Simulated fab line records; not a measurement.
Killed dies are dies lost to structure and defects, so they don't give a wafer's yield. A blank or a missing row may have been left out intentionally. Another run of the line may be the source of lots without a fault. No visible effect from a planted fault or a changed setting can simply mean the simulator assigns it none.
Problem report in the 8D (eight disciplines) form, filled by code + flow n5Finfet + the parts of the form that need people (team, actions taken, sign-off) are left out

== 1. THE PROBLEM ==
Wafers with no fault read 835 W with a standard deviation of 3.4, whereas rfFwdPowerW at N5_BEOL_M4_ETCH_70 reads a mean of 630 W on 1 wafer of 1 lot. That puts it -60 standard deviations away from the usual mean.
The step: etches SOC in N2/H2, target depth 80 nm, overetch 24 nm, time 130 s.
First observed at day 10 03:25: wafer L615.3, on rieDiel-03. Wafers with a number at this step in the record: 27, from 9 lots. Rule for "out", or "out of limits": more than 4 standard deviations from the usual mean. The rest of the wafers with a number are treated as sound.

== 2. WHAT THIS IS AND IS NOT ==
| question                    | is                  | is not                                                                                            |
|-----------------------------|---------------------|---------------------------------------------------------------------------------------------------|
| which readings at this step | rfFwdPowerW, rfVppV | drypumpMotorCurrentA, oesProductAu, showerheadPlenumPTorr, throttleValvePct                       |
| which lots                  | L615                | L606, L609, L622, L624, L625, L626, L627, L628                                                    |
| which wafers of those lots  | L615.3              | L615.2, L615.5                                                                                    |
| read on which tools         | rieDiel-03          | rieDiel-02, rieDiel-04                                                                            |
| when                        | from day 10 03:25   | up to then (8 sound wafers); but 18 sound wafers of L622, L624, L625, L626, L627, L628 came after |

== 3. WHAT RULES OUT EACH SUSPECT ==
Counting: a tool at a process step up to the reading stays a suspect if it ran every lot that is out. Sound lots after the first of them don't rule it out here, since some wafers of a struck lot are sound.
- rieDiel-04 at N5_BEOL_M4_DESCUM_16 (chemistry O2, time 7 s): kept. It ran the lot that is out, L615 (day 9 20:40).
- rieDiel-02 at N5_BEOL_M4_ETCH_77 (etches underlayer in N2/H2, target depth 6.5 nm, time 5.2 s): kept. L615, the lot that is out, went through it at day 9 21:47; up to then, the latest sound lot through it was L609 at day 8 12:31.
- rieDiel-03 at N5_BEOL_M4_ETCH_70 (etches SOC in N2/H2, target depth 80 nm, overetch 24 nm, time 130 s): kept. It ran the lot that is out, L615 (day 10 03:25). Its own rfFwdPowerW, rfVppV readings are out on those wafers.
- The sound lot-mates ran in chamber 1 of rieDiel-04 at N5_BEOL_M4_DESCUM_16, but the wafers that are out ran in chamber 3.
- Within rieDiel-02 at N5_BEOL_M4_ETCH_77: the wafers that are out ran in chamber 0; their sound lot-mates ran in chambers 1, 3.
- The sound lot-mates ran in chamber 2 of rieDiel-03 at N5_BEOL_M4_ETCH_70, but the wafers that are out ran in chamber 1.
The count leaves rieDiel-04 at N5_BEOL_M4_DESCUM_16, rieDiel-02 at N5_BEOL_M4_ETCH_77, and rieDiel-03 at N5_BEOL_M4_ETCH_70.

== 4. THE CAUSE (what the simulator had put in) ==
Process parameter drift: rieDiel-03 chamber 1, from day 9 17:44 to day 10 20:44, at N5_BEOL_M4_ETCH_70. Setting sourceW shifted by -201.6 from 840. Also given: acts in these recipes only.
3 suspects survive the count, and this tool is in that group.

== 5. THE CHAIN OF EFFECTS, in route order ==
One row per reading whose mean, taken over the struck wafers that have a number, lies over 3 standard deviations from the usual. Readings are gone through only where the record gives a usual standard deviation; hours: the median, over the lots, of the time from a lot's start at the first step in this table giving one to that lot's start at this step; sigmas: the change measured in usual standard deviations.
| hours | step               | reading     | usual   | on struck wafers | change | sigmas |
|-------|--------------------|-------------|---------|------------------|--------|--------|
| 0     | N5_BEOL_M4_ETCH_70 | rfFwdPowerW | 835 W   | 630              | -205   | -60    |
| 0     | N5_BEOL_M4_ETCH_70 | rfVppV      | 523.5 V | 572.1            | +48.6  | +19    |
Its process steps:
- N5_BEOL_M4_ETCH_70: etches SOC in N2/H2, target depth 80 nm, overetch 24 nm, time 130 s.
At these later measuring or inspecting steps, every struck wafer for which the step has a row has a number for every such reading, and none has moved that far: N5_BEOL_M4_RC_MEAS_101.

== 6. HOW IT WOULD HAVE BEEN CAUGHT EARLIER ==
In this record no reading fell out of limits until day 10 03:25, 10 hours after the fault had begun at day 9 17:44.
